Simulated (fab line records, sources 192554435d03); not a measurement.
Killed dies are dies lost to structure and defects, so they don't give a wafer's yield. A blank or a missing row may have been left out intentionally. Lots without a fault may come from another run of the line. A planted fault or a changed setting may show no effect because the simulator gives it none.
Split-lot study -- flow n5Finfet -- on a route of 1938 steps: 4 lots, 21 wafers read

ABOUT THE SPLIT
At N5_BEOL_M12_CMP_49 (polishes, stops on SiOC, t overpolish 20.6 s, target thk 320 nm), the setting downForcePsi was moved away from the recipe's 1 psi on 6 of the 21 wafers read, by -17.8% to +5.9%. For the rest of the wafers, this setting stayed at what the recipe calls for.

The reading is taken at the split's own step.

THE READING
barrierFieldEndpointS, in s, at N5_BEOL_M12_CMP_49 (polishes, stops on SiOC, t overpolish 20.6 s, target thk 320 nm). On this fab line, fault-free wafers typically give 30.3 s with a standard deviation of 0.75 s.

wafer,"tool, chamber at the split","downForcePsi as run, psi",against the recipe,"barrierFieldEndpointS, s",against lot-mates on the recipe
L077.2,"cmp-03, 3",1,recipe,31.7,-
L077.3,"cmp-03, 0",1.059,+5.9%,28.0,-2.9
L077.4,"cmp-03, 1",1.059,+5.9%,29.3,-1.6
L077.1,"cmp-03, 2",1,recipe,30.1,-
L077.6,"cmp-03, 3",1,recipe,30.8,-
L077.5,"cmp-03, 0",1.059,+5.9%,28.7,-2.2
L084.1,"cmp-01, 3",1,recipe,29.8,-
L084.2,"cmp-01, 0",1,recipe,30.8,-
L084.3,"cmp-01, 1",1,recipe,29.9,-
L084.4,"cmp-01, 2",0.8217,-17.8%,37.1,+6.9
L084.5,"cmp-01, 3",0.8217,-17.8%,37.4,+7.2
L084.6,"cmp-01, 0",0.8217,-17.8%,37.8,+7.6
L083.4,"cmp-04, 3",1,recipe,30.0,-
L083.5,"cmp-04, 2",1,recipe,29.2,-
L083.6,"cmp-04, 3",1,recipe,30.1,-
L089.1,"cmp-01, 2",1,recipe,30.9,-
L089.2,"cmp-01, 3",1,recipe,29.6,-
L089.4,"cmp-01, 0",1,recipe,30.5,-
L089.3,"cmp-01, 1",1,recipe,31.2,-
L089.5,"cmp-01, 2",1,recipe,30.7,-
L089.6,"cmp-01, 3",1,recipe,30.7,-

FIT RESULTS
A straight line over all 21 wafers: barrierFieldEndpointS changes by -0.381 s for each +1% of downForcePsi; r = -0.97; the points scatter about the line by 0.65 s.
The same after taking each lot's own level away (the mean of its wafers on the recipe; 21 wafers): -0.403 s for each +1%; r = -0.98; scatter 0.51 s.
The reading moves by 7.2 s for the largest change in downForcePsi, on that fit.
The span of the lots' own levels, 29.77 to 30.87 s, comes to 1.5 times the standard deviation stated above.
The two slopes agree, so the slope changes little with the lot-to-lot level.
Check: +7.35 s against its lot-mates is what the line predicts for one of the wafers moved furthest among these (-17.8%) when that wafer is left out of the fit. It came out at +6.93 s against them.
Tool readings at the split's step, against how far the setting was moved: barrierFieldEndpointS r = -0.97.

THESE WAFERS: OTHER SPLITS
Note: prior to the reading, these wafers also went through further splits. Each is held against what the fit with the lots' levels taken away leaves over:
other split on the same wafers,wafers away from the commonest value,r with barrierFieldEndpointS (lot level and that fit taken away)
N5_BEOL_M7_ETCH_61 sourceW,9,+0.35
N5_BEOL_M7_COAT_22 spinRpm,6,-0.09
N5_BEOL_M8_ILD_DEP_00 timeS,9,-0.07
N5_BEOL_M8_COAT_60 spinRpm,9,-0.13
N5_BEOL_M9_COAT_60 spinRpm,9,-0.21
N5_BEOL_M11_COAT_22 spinRpm,6,-0.02
N5_BEOL_M11_EXPOSE_25 doseMj,9,-0.07

THE FILE'S OWN FIT
barrierFieldEndpointS changes by -0.405 s for each +1% of downForcePsi, r = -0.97.
